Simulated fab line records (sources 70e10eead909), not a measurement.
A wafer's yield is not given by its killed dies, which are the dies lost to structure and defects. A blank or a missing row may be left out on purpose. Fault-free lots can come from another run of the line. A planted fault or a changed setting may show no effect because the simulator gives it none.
fab line records	flow nandHarc
[record] lots = 13	wafers = 39	lastDay = 33
route steps=1302 shown A_ZERO_WELL@403 A_ONON_D1@431 A_CHANNEL_HOLE_D1@466
lots that met no fault: taken from a fault-free run of the same line
startH: hours from the record's opening day to when the first of the lot's shown wafers began	waitH: hours elapsed since this lot's preceding step	" unchanged from the row above	L1.1+2: a row that stands for several wafers	- either no value or no given start	* or withheld: withheld	< > ~ a bound
route shown NAME@n: a module of which the file shows steps, and the number in the route of the first	usual: the fault-free wafers' mean and standard deviation	same: alike in all rows	chamber/n: place in a boat	sites: the reading at each site	_std_site: the values' standard deviation	_edge_site: inner sites' mean taken away from outer sites' mean	radiusMm: for every site, how far away it sits from the centre of the wafer	mask NAME#n: copy n	behind: tool/chamber where the wafer was last shaped	hold: cause of the lot's hold/its duration in hours/its outcome	device: names the non-switching transistor (n, p or np)	end of line: the same wafers' tests at the end of the route	where a step has no rows: the recipe by itself	killed: dies that structure and defects cost at the first sort, which is not the same as the wafer's yield	map: shows each die of a wafer: x if killed, . if not, _ if none is there
set.NAME: the setting that was run; set.NAME@STEP: the one run at that earlier step	model.NAME: the simulator's own value behind a step, which no gauge read
a sample of lots followed through the steps of the route, with each step as a table and each wafer as a row
services: a tool's chamber out of use, with start hour (startH, from the record's first day; less than 0 if before it), hours out, and reason
[[steps]]
[step NHARC_A_ZERO_WELL_DESCUM_12]
[recipe] timeS = 3	o2FlowSccm = 200	arFlowSccm = 0	biasPowerW = 0	chemistry = O2
[usual] drypumpMotorCurrentA = 5.7/0.6	o2FlowSccm = 199.9/0.59	oesProductAu = 1.000/0.0072	rfVppV = 58.1/0.89	showerheadPlenumPTorr = 1.98/0.079	throttleValvePct = 11.310/0.0086
lot.wafer	tool	chamber	startH	waitH	drypumpMotorCurrentA	o2FlowSccm	oesProductAu	rfHoursCounterH	rfVppV	showerheadPlenumPTorr	throttleValvePct
L202.3	rieDiel-10	2	136.07	-	6.1	200.2	1.001	2	55.6	2.00	11.313
L202.4	"	0	"	"	6.4	199.6	1.002	2	56.8	1.87	11.310
L202.6	"	2	"	"	6.1	199.9	0.995	-	58.1	2.00	11.296
L204.4	rieDiel-10	0	157.47	-	6.4	200.3	1.011	3	58.1	1.87	11.317
L204.6	"	2	"	"	6.1	199.5	1.007	-	59.4	2.00	11.313
L204.5	"	3	"	"	5.6	199.4	0.987	-	58.1	2.06	11.311
L205.4	rieDiel-10	0	173.66	-	6.4	200.6	1.002	3	57.8	1.87	11.319
L205.1	"	1	"	"	4.8	198.9	1.002	3	59.6	2.07	11.309
L205.2	"	2	"	"	6.1	200.0	0.995	3	57.6	2.00	11.305
L206.4	rieDiel-10	2	181.40	-	6.1	200.1	0.998	3	58.4	2.00	11.301
L206.2	"	1	"	"	4.8	199.5	1.001	3	59.5	2.07	11.319
L206.6	"	2	"	"	6.1	199.9	1.009	-	57.9	2.00	11.319
L209.1	rieDiel-10	3	207.40	-	5.6	200.5	0.998	4	58.2	2.06	11.317
L209.4	"	0	"	"	6.4	200.1	0.996	4	58.6	1.87	11.308
L209.2	"	1	"	"	4.8	199.6	0.998	4	59.6	2.07	11.309
L210.1	rieDiel-10	3	220.64	-	5.6	201.0	1.001	5	58.1	2.06	11.314
L210.4	"	1	"	"	4.8	200.4	1.003	5	58.3	2.07	11.320
L210.6	"	0	"	"	6.4	199.2	1.008	-	58.2	1.87	11.306
L211.1	rieDiel-10	0	233.70	-	6.4	199.6	1.024	5	57.9	1.87	11.306
L211.4	"	2	"	"	6.1	199.7	1.005	5	57.9	2.00	11.325
L211.6	"	1	"	"	4.8	200.0	0.998	-	58.0	2.07	11.311
L212.1	rieDiel-10	2	235.99	-	6.1	200.1	1.017	5	59.5	2.00	11.310
L212.6	"	2	"	"	6.1	200.5	0.998	-	59.3	2.00	11.303
L212.5	"	3	"	"	5.6	199.7	0.999	-	57.4	2.06	11.325
L217.2	rieDiel-10	0	285.72	-	6.4	199.7	0.984	1	59.3	1.87	11.317
L217.3	"	2	"	"	6.1	200.4	0.997	1	58.5	2.00	11.310
L217.5	"	0	"	"	6.4	199.8	1.004	-	57.6	1.87	11.313
L218.2	rieDiel-10	3	297.73	-	5.6	199.3	1.003	1	58.9	2.06	11.317
L218.1	"	0	"	"	6.4	199.4	0.991	1	58.2	1.87	11.308
L218.6	"	1	"	"	4.8	200.7	0.989	-	59.5	2.07	11.316
L223.1	rieDiel-09	3	351.76	-	5.4	199.1	1.006	5	59.1	1.99	11.308
L223.2	"	0	"	"	6.4	200.0	1.002	5	58.7	1.99	11.305
L223.6	"	2	"	"	5.1	199.5	0.992	-	58.4	1.89	11.283
L224.2	rieDiel-10	0	357.03	-	6.5	200.0	1.002	2	57.2	1.87	11.313
L224.5	"	0	"	"	6.5	199.6	1.004	-	58.4	1.87	11.322
L224.6	"	1	"	"	4.8	199.9	1.002	-	57.5	2.07	11.306
L225.1	rieDiel-09	0	366.75	-	6.4	199.7	1.001	7	59.5	1.99	11.323
L225.2	"	2	"	"	5.1	200.4	1.001	8	58.2	1.89	11.301
L225.5	"	0	"	"	6.4	199.5	1.014	-	59.1	1.99	11.308
[step NHARC_A_ONON_D1_THK_MEAS_11]
[recipe] thkMeasGauge = ellipsometry
[usual] thkNm = 1001/11
lot.wafer	tool	chamber	startH	waitH	thkNm
L202.3	filmMetro-02	-	160.10	-	999
L202.4	"	-	"	"	999
L202.6	"	-	"	"	999
L204.4	filmMetro-02	-	181.72	-	990
L204.5	"	-	"	"	989
L204.6	"	-	"	"	990
L205.1	filmMetro-02	-	198.12	-	1008
L205.2	"	-	"	"	1010
L205.4	"	-	"	"	1007
L206.2	filmMetro-01	-	206.57	-	993
L206.4	"	-	"	"	994
L206.6	"	-	"	"	992
L209.1	filmMetro-01	-	235.34	-	1019
L209.2	"	-	"	"	1020
L209.4	"	-	"	"	1019
L210.1	filmMetro-02	-	248.33	-	995
L210.4	"	-	"	"	998
L210.6	"	-	"	"	997
L212.1	filmMetro-01	-	261.44	-	1003
L212.5	"	-	"	"	1003
L212.6	"	-	"	"	1002
L211.1	filmMetro-01	-	261.49	-	1002
L211.4	"	-	"	"	1001
L211.6	"	-	"	"	1000
L217.2	filmMetro-01	-	310.16	-	990
L217.3	"	-	"	"	989
L217.5	"	-	"	"	989
L218.1	filmMetro-01	-	323.88	-	1002
L218.2	"	-	"	"	998
L218.6	"	-	"	"	1000
L223.1	filmMetro-01	-	375.22	-	985
L223.2	"	-	"	"	987
L223.6	"	-	"	"	985
L224.2	filmMetro-01	-	381.88	-	1005
L224.5	"	-	"	"	1005
L224.6	"	-	"	"	1005
L225.1	filmMetro-01	-	392.70	-	991
L225.2	"	-	"	"	989
L225.5	"	-	"	"	990
[step NHARC_A_ONON_D1_DEP_28]
[recipe] targetThkA = 10000	n2FlowSccm = 2750	n2oFlowSccm = 2000	nh3FlowSccm = 500	sih4FlowSccm = 210	tempC = 400
lot.wafer	tool	chamber	startH	waitH
L202.3+4+6	pecvdOnon-03	0	169.40	0.2
L204.4+5+6	pecvdOnon-03	0	192.15	0.2
L205.1+2+4	pecvdOnon-03	0	208.25	0.1
L206.2+4+6	pecvdOnon-03	0	216.72	0.1
L209.1+2+4	pecvdOnon-02	0	245.47	0.1
L210.1+4+6	pecvdOnon-02	0	258.20	0.1
L212.1+5+6	pecvdOnon-02	0	271.89	0.1
L211.1+4+6	pecvdOnon-03	0	272.11	0.1
L217.2+3+5	pecvdOnon-03	0	320.34	0.1
L218.1+2+6	pecvdOnon-03	0	336.71	0.1
L223.1+2+6	pecvdOnon-01	0	389.64	0.1
L224.2+5+6	pecvdOnon-02	0	389.72	0.1
L225.1+2+5	pecvdOnon-02	0	402.61	0.1
[step NHARC_A_ONON_D1_THK_MEAS_30]
[recipe] thkMeasGauge = ellipsometry
[usual] thkNm = 1001/11
lot.wafer	tool	chamber	startH	waitH	hold	thkNm
L202.3	filmMetro-01	-	169.80	-	-	995
L202.4	"	-	"	"	-	995
L202.6	"	-	"	"	-	997
L204.4	filmMetro-01	-	192.49	-	-	1012
L204.5	"	-	"	"	-	1011
L204.6	"	-	"	"	-	1012
L205.1	filmMetro-02	-	208.76	-	-	1000
L205.2	"	-	"	"	-	1000
L205.4	"	-	"	"	-	998
L206.2	filmMetro-02	-	217.17	-	-	999
L206.4	"	-	"	"	-	998
L206.6	"	-	"	"	-	997
L209.1	filmMetro-01	-	245.98	-	-	992
L209.2	"	-	"	"	-	994
L209.4	"	-	"	"	-	993
L210.1	filmMetro-01	-	258.71	-	-	1001
L210.4	"	-	"	"	-	1000
L210.6	"	-	"	"	-	1001
L212.1	filmMetro-02	-	272.40	-	-	1001
L212.5	"	-	"	"	-	1003
L212.6	"	-	"	"	-	1001
L211.1	filmMetro-01	-	272.63	-	-	1030
L211.4	"	-	"	"	-	1030
L211.6	"	-	"	"	-	1029
L217.2	filmMetro-02	-	320.80	-	awaitDispo/0.2h/release	1525
L217.3	"	-	"	"	awaitDispo/0.2h/release	1523
L217.5	"	-	"	"	awaitDispo/0.2h/release	1522
L217.2	filmMetro-02	-	320.97	0.2	-	1524
L217.3	"	-	"	"	-	1523
L217.5	"	-	"	"	-	1523
L218.1	filmMetro-02	-	337.22	-	awaitDispo/0.2h/release	1544
L218.2	"	-	"	"	awaitDispo/0.2h/release	1545
L218.6	"	-	"	"	awaitDispo/0.2h/release	1547
L218.1	filmMetro-02	-	337.40	0.2	-	1545
L218.2	"	-	"	"	-	1546
L218.6	"	-	"	"	-	1545
L223.1	filmMetro-02	-	390.15	-	-	998
L223.2	"	-	"	"	-	1000
L223.6	"	-	"	"	-	999
L224.2	filmMetro-01	-	390.17	-	-	994
L224.5	"	-	"	"	-	995
L224.6	"	-	"	"	-	996
L225.1	filmMetro-02	-	403.13	-	-	1006
L225.2	"	-	"	"	-	1006
L225.5	"	-	"	"	-	1005
[step NHARC_A_CHANNEL_HOLE_D1_ETCH_38]
[recipe] targetDepthA = 390	overEtchFrac = 0.3	timeS = 65	ionEnergyEv = 80	cf4FlowSccm = 150	arFlowSccm = 0	rfW = 300	biasW = 100	chemistry = CF4
[usual] drypumpMotorCurrentA = 6.0/0.36	oesProductAu = 0.999/0.0072	rfVppV = 151.3/1.2	showerheadPlenumPTorr = 1.77/0.069	throttleValvePct = 13.283/0.0084
lot.wafer	tool	chamber	startH	waitH	drypumpMotorCurrentA	oesProductAu	rfHoursCounterH	rfVppV	showerheadPlenumPTorr	throttleValvePct
L202.3	rieDiel-12	3	174.41	0.2	6.5	0.997	6	151.4	1.78	13.285
L202.4	"	3	"	"	6.5	0.996	-	152.7	1.78	13.285
L202.6	"	0	"	"	6.2	0.997	-	151.3	1.86	13.272
L204.4	rieDiel-07	3	198.20	0.1	6.0	0.996	20	152.0	1.82	13.286
L204.6	"	1	"	"	5.5	1.003	-	149.7	1.76	13.273
L204.5	"	2	"	"	5.6	0.998	-	152.2	1.78	13.293
L205.4	rieDiel-12	2	212.31	0.1	6.3	0.992	10	149.0	1.66	13.270
L205.1	"	3	"	"	6.4	0.995	10	151.7	1.78	13.280
L205.2	"	0	"	"	6.3	0.997	11	152.0	1.86	13.280
L206.2	rieDiel-12	1	220.61	0.1	5.7	1.004	10	151.1	1.74	13.291
L206.4	"	2	"	"	6.3	0.995	11	149.7	1.66	13.266
L206.6	"	1	"	"	5.7	0.996	-	150.5	1.74	13.275
L209.4	rieDiel-12	2	251.19	0.1	6.3	0.995	13	149.7	1.66	13.294
L209.2	"	3	"	"	6.5	1.009	13	151.3	1.78	13.281
L209.1	"	0	"	"	6.2	0.997	14	153.2	1.85	13.284
L210.1	rieDiel-12	1	266.11	0.1	5.7	0.998	14	151.2	1.74	13.288
L210.4	"	0	"	"	6.2	0.991	15	151.9	1.85	13.289
L210.6	"	1	"	"	5.7	0.997	-	150.7	1.74	13.293
L212.1	rieDiel-08	1	276.27	0.1	6.0	0.992	27	149.5	1.66	13.289
L212.6	"	3	"	"	5.7	0.996	-	153.3	1.74	13.278
L212.5	"	0	"	"	5.3	0.997	-	152.7	1.88	13.273
L211.1	rieDiel-08	2	276.51	0.2	5.4	0.987	26	150.5	1.71	13.284
L211.4	"	0	"	"	5.3	1.002	28	153.4	1.88	13.275
L211.6	"	1	"	"	6.0	0.997	-	148.7	1.66	13.287
L223.2	rieDiel-12	2	393.63	0.1	6.3	1.009	10	149.8	1.66	13.288
L223.1	"	0	"	"	6.2	0.993	10	152.5	1.85	13.298
L223.6	"	2	"	"	6.3	0.988	-	149.7	1.66	13.287
L224.2	rieDiel-08	3	393.79	0.1	5.7	0.996	6	151.0	1.73	13.292
L224.5	"	2	"	"	5.5	1.006	-	149.0	1.70	13.279
L224.6	"	3	"	"	5.7	0.992	-	152.5	1.73	13.280
L225.2	rieDiel-12	2	407.37	0.1	6.3	0.998	11	149.1	1.66	13.278
L225.1	"	3	"	"	6.5	1.003	11	152.0	1.78	13.282
L225.5	"	0	"	"	6.2	1.003	-	152.5	1.85	13.276
[[services]]
tool	chamber	startH	hours	kind
rieDiel-07	3	113.06	3.9	repair
rieDiel-07	-	117.56	9.0	pm
rieDiel-10	1	118.89	4.1	repair
rieDiel-09	3	141.87	18.9	repair
rieDiel-09	-	143.34	9.0	pm
pecvdOnon-03	-	156.73	3.8	repair
rieDiel-10	2	166.30	3.0	repair
rieDiel-12	1	173.94	7.1	repair
rieDiel-10	2	183.06	2.9	repair
pecvdOnon-02	-	185.29	13.0	pm
rieDiel-08	-	190.91	9.0	pm
pecvdOnon-03	-	227.29	13.0	pm
rieDiel-10	-	242.50	9.0	pm
rieDiel-12	2	255.51	5.7	repair
rieDiel-12	-	268.43	9.0	pm
rieDiel-12	1	300.33	3.0	repair
rieDiel-10	1	300.71	1.4	repair
rieDiel-09	-	320.34	9.0	pm
rieDiel-12	3	334.15	5.4	repair
rieDiel-09	3	352.04	4.1	repair
pecvdOnon-02	-	366.29	13.0	pm
rieDiel-08	-	367.91	9.0	pm
rieDiel-10	-	376.15	0.4	repair
rieDiel-10	2	388.31	4.8	repair
[[key]]
[firstSign] step = NHARC_A_ONON_D1_THK_MEAS_30	reading = visit	direction = added
[effect] step = NHARC_A_ONON_D1_THK_MEAS_30	reading = thkNm	direction = up	sigmas = 50	usual = 1001	struck = 1534
metAt NHARC_A_ONON_D1_DEP_28
struckLots L217,L218
struckWafers L217.2,L217.3,L217.5,L218.1,L218.2,L218.6
scrappedBehind NHARC_A_ONON_D1_THK_MEAS_30 L217.2,L217.3,L217.5,L218.1,L218.2,L218.6
notActingAt NHARC_A_ZERO_WELL_DESCUM_12,NHARC_A_ONON_D1_THK_MEAS_11,NHARC_A_CHANNEL_HOLE_D1_ETCH_38
onsetBetween 272.11 320.34
[fault] kind = processParameterDrift	tool = pecvdOnon-03	chamber = 0	onsetH = 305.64	steps = NHARC_A_ONON_D1_DEP_28	channel = targetThkA	offset = *	shape = step	endH = 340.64	actsIn = *	stated = *
